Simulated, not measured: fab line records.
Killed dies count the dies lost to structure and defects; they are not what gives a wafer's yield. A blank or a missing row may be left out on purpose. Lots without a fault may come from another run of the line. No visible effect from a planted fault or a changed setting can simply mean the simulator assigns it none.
What tool caused it?	flow n5_finfet	8 lots with 21 wafers sampled at 8 steps, on a route of 1938 steps

WHAT THE GAUGES SHOWED, per wafer
N5_BEOL_M2_OCD_MEAS_38. Usual: trench_depth_nm 55.5 nm, standard deviation 0.87.
lot	measured	on	trench_depth_nm (nm)	flag
L251	day 7 16:20	ocd-02	55.3 54.2 55.5	
L257	day 9 00:57	ocd-02	55.9 55.3 55.7	
L259	day 10 09:35	ocd-01	36.9 55.4	OFF
L261	day 10 15:03	ocd-02	55.9 35.9	OFF
L264	day 10 23:14	ocd-01	36.8 55.3	OFF
L267	day 11 17:13	ocd-01	55.2 56.2 53.5	
L268	day 11 22:08	ocd-02	55.0 54.5 54.6	
L269	day 12 02:57	ocd-02	55.5 56.9 54.8	

N5_BEOL_M2_THK_MEAS_53: measures by xrf. Usual: M2_THK gives 40.0 nm (standard deviation 1.4).
lot	measured	on	M2_THK (nm)	flag
L251	day 7 21:56	film_metro-02	37.0 36.8 38.6	
L257	day 9 05:28	film_metro-01	41.7 40.8 42.2	
L259	day 10 13:55	film_metro-02	21.8 40.3	OFF
L261	day 10 20:13	film_metro-02	40.1 22.0	OFF
L264	day 11 03:05	film_metro-02	19.5 39.0	OFF
L267	day 11 22:15	film_metro-01	40.4 41.1 38.0	
L268	day 12 02:33	film_metro-01	39.2 39.2 37.4	
L269	day 12 09:47	film_metro-02	40.8 41.6 39.3	

N5_BEOL_M2_RS_MEAS_58: the measuring method here is four-point-probe. Usual: M2_RS gives 0.68 ohm/sq (standard deviation 0.032).
lot	measured	on	M2_RS (ohm/sq)	flag
L251	day 7 22:26	film_metro-02	0.74 0.75 0.70	
L257	day 9 05:44	film_metro-01	0.63 0.65 0.62	
L259	day 10 14:11	film_metro-01	1.52 0.67	OFF
L261	day 10 20:28	film_metro-02	0.67 1.49	OFF
L264	day 11 03:24	film_metro-01	1.75 0.69	OFF
L267	day 11 22:31	film_metro-02	0.67 0.66 0.73	
L268	day 12 02:49	film_metro-02	0.70 0.69 0.74	
L269	day 12 10:04	film_metro-02	0.66 0.63 0.68	

N5_BEOL_M4_RC_MEAS_101. Usual: DIBL_N 36.3 mV/V, standard deviation 1.6; DIBL_P 36.5 mV/V, standard deviation 1.6; IOFF_N 0.163 nA/um, standard deviation 0.026; IOFF_P 0.22 nA/um, standard deviation 0.033; ION_N 676 uA/um, standard deviation 9.9; ION_P 464 uA/um, standard deviation 6.5; SERP_M2 199 ohm/um, standard deviation 14; SERP_M2_max_site 214 ohm/um, standard deviation 14; SS_N 71.5 mV/dec, standard deviation 0.5; SS_P 73.3 mV/dec, standard deviation 0.64; VT_N 249.3 mV, standard deviation 2.9; VT_P -250 mV, standard deviation 3.2.
lot	measured	on	DIBL_N (mV/V)	DIBL_P (mV/V)	IOFF_N (nA/um)	IOFF_P (nA/um)	ION_N (uA/um)	ION_P (uA/um)	SERP_M2 (ohm/um)	SERP_M2_max_site (ohm/um)	SS_N (mV/dec)	SS_P (mV/dec)	VT_N (mV)	VT_P (mV)	flag
L251	day 9 08:10	prober-01	34.8 33.5 34.9	36.6 34.8 36.3	0.169 0.140 0.165	0.20 0.17 0.20	691 672 692	466 467 471	213 248 201	229 267 207	71.5 71.0 70.9	73.7 72.9 74.6	249.6 250.4 247.7	-250 -251 -251	
L257	day 10 18:48	prober-02	38.9 39.4 39.1	37.9 38.2 37.9	0.218 0.235 0.222	0.28 0.28 0.28	683 689 696	474 469 473	189 190 185	205 204 198	72.0 72.1 72.5	73.7 74.2 73.8	246.9 242.8 244.2	-247 -246 -245	
L259	day 11 17:46	prober-01	35.7 33.8	35.7 33.9	0.159 0.133	0.22 0.20	679 664	465 467	436 196	456 212	71.2 70.5	73.0 72.6	248.4 249.7	-249 -249	OFF
L261	day 11 22:49	prober-02	34.3 35.9	35.6 37.2	0.123 0.159	0.19 0.21	671 676	467 470	188 389	200 417	71.3 71.6	72.8 72.9	253.7 248.0	-250 -251	OFF
L264	day 12 13:53	prober-01	36.2 35.1	36.7 35.2	0.152 0.132	0.19 0.17	667 659	455 454	443 200	500 210	71.4 71.5	73.9 73.3	250.6 254.4	-255 -253	OFF
L267	day 13 19:29	prober-01	33.9 34.3 34.3	34.1 34.0 33.9	0.123 0.123 0.128	0.21 0.20 0.21	676 665 663	477 459 467	198 202 229	208 213 238	71.4 71.0 71.2	72.4 73.1 72.2	255.8 254.4 256.5	-246 -248 -247	
L268	day 13 16:11	prober-01	38.4 35.0 35.9	42.3 37.9 38.6	0.213 0.145 0.164	0.29 0.21 0.23	685 680 682	470 470 471	221 215 228	230 221 246	72.8 70.8 71.5	74.2 72.1 72.9	246.6 248.1 250.8	-245 -250 -249	
L269	day 13 21:23	prober-01	35.9 35.8 35.9	35.8 36.3 36.1	0.146 0.143 0.152	0.20 0.20 0.20	667 671 675	459 467 462	181 204 193	203 211 208	71.0 71.2 71.4	73.1 73.1 72.5	253.6 250.4 251.3	-251 -253 -254	

TOOL THAT RAN EACH LOT (tool first, then ch and the chambers of the sampled wafers, then the start)
lot	N5_BEOL_M2_STRIP_19	N5_BEOL_M2_DESCUM_33	N5_BEOL_M2_ALD_98	N5_BEOL_M2_TRENCH_ETCH_37
L251	rie_diel-03 ch 0,2,3, day 7 13:31	rie_diel-04 ch 0,3, day 7 14:29	ald_sin-02 ch 0,2,3, day 7 14:56	rie_diel-03 ch 0,2,3, day 7 16:11
L257	rie_diel-03 ch 0,2,3, day 8 21:57	rie_diel-01 ch 1,2,3, day 8 22:28	ald_sin-03 ch 2,3, day 8 22:36	rie_diel-03 ch 2,3, day 9 00:47
L259	rie_diel-04 ch 1,3, day 9 10:02	rie_diel-03 ch 0,2, day 9 10:40	ald_sin-03 ch 0,2, day 9 10:48	rie_diel-03 ch 0,3, day 10 09:25
L261	rie_diel-04 ch 0,3, day 9 23:19	rie_diel-03 ch 0,3, day 9 23:58	ald_sin-04 ch 2,3, day 10 00:04	rie_diel-03 ch 0, day 10 14:53
L264	rie_diel-03 ch 2,3, day 10 20:46	rie_diel-04 ch 2,3, day 10 21:24	ald_sin-04 ch 2,3, day 10 21:32	rie_diel-03 ch 1,2, day 10 23:05
L267	rie_diel-03 ch 1,2, day 11 12:49	rie_diel-04 ch 1,3, day 11 14:47	ald_sin-02 ch 1,2,3, day 11 15:06	rie_diel-01 ch 0,2,3, day 11 17:03
L268	rie_diel-01 ch 2,3, day 11 15:42	rie_diel-04 ch 0,1,2, day 11 16:31	ald_sin-02 ch 0,2, day 11 16:38	rie_diel-04 ch 1,2,3, day 11 21:59
L269	rie_diel-04 ch 0,1,2, day 11 17:49	rie_diel-01 ch 0,3, day 11 18:19	ald_sin-02 ch 0,1,2, day 11 18:27	rie_diel-01 ch 0,1, day 12 02:48
- N5_BEOL_M2_STRIP_19: strips in O2.
- N5_BEOL_M2_DESCUM_33: chemistry O2, time 7 s.
- N5_BEOL_M2_ALD_98: deposits SiO2, target thk 2.5 nm, pulse time 1 s, co reactant pulse time 1 s.
- N5_BEOL_M2_TRENCH_ETCH_37: etches SiOC in C4F6/O2, target depth 55.555 nm, time 29.2 s.

WHAT THE TOOLS THEMSELVES READ (means of the sampled wafers that have a number; where no wafer has one, the mark that the record gives instead)
N5_BEOL_M2_STRIP_19. Usual: drypump_motor_current_A 5.8 A, standard deviation 0.35; oes_product_au 0.80 a.u., standard deviation 0.076; rf_vpp_V 3.7 V, standard deviation 0.45; showerhead_plenum_p_Torr 2.09 Torr, standard deviation 0.075; throttle_valve_pct 16.69 %, standard deviation 0.27.
lot	tool	drypump_motor_current_A (A)	oes_product_au (a.u.)	rf_vpp_V (V)	showerhead_plenum_p_Torr (Torr)	throttle_valve_pct (%)	flag
L251	rie_diel-03	5.5	0.74	3.7	2.09	16.93	
L257	rie_diel-03	5.5	0.82	3.4	2.08	16.79	
L259	rie_diel-04	6.0	0.83	3.6	2.21	16.62	
L261	rie_diel-04	5.5	0.83	4.4	2.13	16.55	
L264	rie_diel-03	5.7	0.74	3.5	2.09	16.98	
L267	rie_diel-03	6.1	0.84	4.0	2.09	16.55	
L268	rie_diel-01	5.9	0.73	3.8	2.03	16.83	
L269	rie_diel-04	5.8	0.79	4.1	2.13	16.67	

N5_BEOL_M2_DESCUM_33. Usual: drypump_motor_current_A 5.8 A, standard deviation 0.32; oes_product_au 0.80 a.u., standard deviation 0.075; rf_vpp_V 243.1 V, standard deviation 1.4; showerhead_plenum_p_Torr 2.09 Torr, standard deviation 0.074; throttle_valve_pct 20.42 %, standard deviation 0.24.
lot	tool	drypump_motor_current_A (A)	oes_product_au (a.u.)	rf_vpp_V (V)	showerhead_plenum_p_Torr (Torr)	throttle_valve_pct (%)	flag
L251	rie_diel-04	5.5	0.87	243.1	2.10	20.22	
L257	rie_diel-01	6.0	0.71	242.7	2.06	20.53	
L259	rie_diel-03	5.3	0.85	244.5	2.12	20.55	
L261	rie_diel-03	5.5	0.84	241.0	2.02	20.43	
L264	rie_diel-04	5.6	0.77	244.2	2.18	20.66	
L267	rie_diel-04	6.0	0.83	245.4	2.20	20.40	
L268	rie_diel-04	5.8	0.80	242.9	2.13	20.43	
L269	rie_diel-01	5.8	0.76	241.4	2.01	20.51	

N5_BEOL_M2_ALD_98. Usual: heater_power_w 79 W, standard deviation 9.9; precursor_pulse_height_rel 1.002, standard deviation 0.022.
lot	tool	heater_power_w (W)	precursor_pulse_height_rel	flag
L251	ald_sin-02	79	1.000	
L257	ald_sin-03	81	1.012	
L259	ald_sin-03	83	1.010	
L261	ald_sin-04	92	1.024	
L264	ald_sin-04	90	1.021	
L267	ald_sin-02	76	0.991	
L268	ald_sin-02	71	1.017	
L269	ald_sin-02	70	1.007	

N5_BEOL_M2_TRENCH_ETCH_37. Usual: drypump_motor_current_A 5.8 A, standard deviation 0.35; oes_product_au 0.79 a.u., standard deviation 0.077; rf_vpp_V 666 V, standard deviation 6.7; run_length_s 52.2 s, standard deviation 0.58; showerhead_plenum_p_Torr 2.82 Torr, standard deviation 0.094; throttle_valve_pct 20.85 %, standard deviation 0.27.
lot	tool	drypump_motor_current_A (A)	oes_product_au (a.u.)	rf_vpp_V (V)	run_length_s (s)	showerhead_plenum_p_Torr (Torr)	throttle_valve_pct (%)	flag
L251	rie_diel-03	5.5	0.74	667	52.2	2.83	21.09	
L257	rie_diel-03	5.7	0.76	662	52.2	2.88	21.16	
L259	rie_diel-03	5.5	0.84	666	47.1	2.75	20.90	OFF
L261	rie_diel-03	5.1	0.91	674	47.0	2.78	20.70	OFF
L264	rie_diel-03	5.9	0.82	662	48.1	2.87	20.84	OFF
L267	rie_diel-01	6.0	0.74	665	51.7	2.76	20.79	
L268	rie_diel-04	5.8	0.78	673	52.1	2.99	21.10	
L269	rie_diel-01	6.0	0.84	667	52.0	2.75	20.50	

THE ANSWER, worked out from the rows above alone
Rule: a lot is off if the mean of its wafers that have a number lies more than 3 standard deviations from the usual mean. A lot without any number at a reading at which 4 lots or more have one is off too. The other lots that the step has rows for count as sound. Order of review: gauges by route order, followed by the tools' own readings, for which a lot's mean as printed above is used. The first step at which some lot is off is used, and at that step the reading that is off furthest; a lot without a number counts as furthest.
Off: L259, L261, L264 (N5_BEOL_M2_OCD_MEAS_38, trench_depth_nm).
A tool fits if, at a process step before that reading, it ran every lot that is off, and no sound lot after the first of them. The gauges at N5_BEOL_M2_OCD_MEAS_38 aren't tried: what is off there is off at N5_BEOL_M2_THK_MEAS_53 too, on other tools, and a gauge's error can't cause that. One fits: rie_diel-03 at N5_BEOL_M2_TRENCH_ETCH_37. Its last sound lot is L257 (day 9 00:47), its first lot that is off L259 (day 10 09:25): a fault that began between those two fits.
The tool's own readings at N5_BEOL_M2_TRENCH_ETCH_37 bear it out: on the lots that are off they differ by more than 5 times the standard deviation of the sound lots' means. run_length_s reads 47.4 s there against 52.0 s on the sound lots.

WHAT WAS PUT IN BY THE SIMULATOR
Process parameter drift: rie_diel-03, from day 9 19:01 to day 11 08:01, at N5_BEOL_M2_TRENCH_ETCH_37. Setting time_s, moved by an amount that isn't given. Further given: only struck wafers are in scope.
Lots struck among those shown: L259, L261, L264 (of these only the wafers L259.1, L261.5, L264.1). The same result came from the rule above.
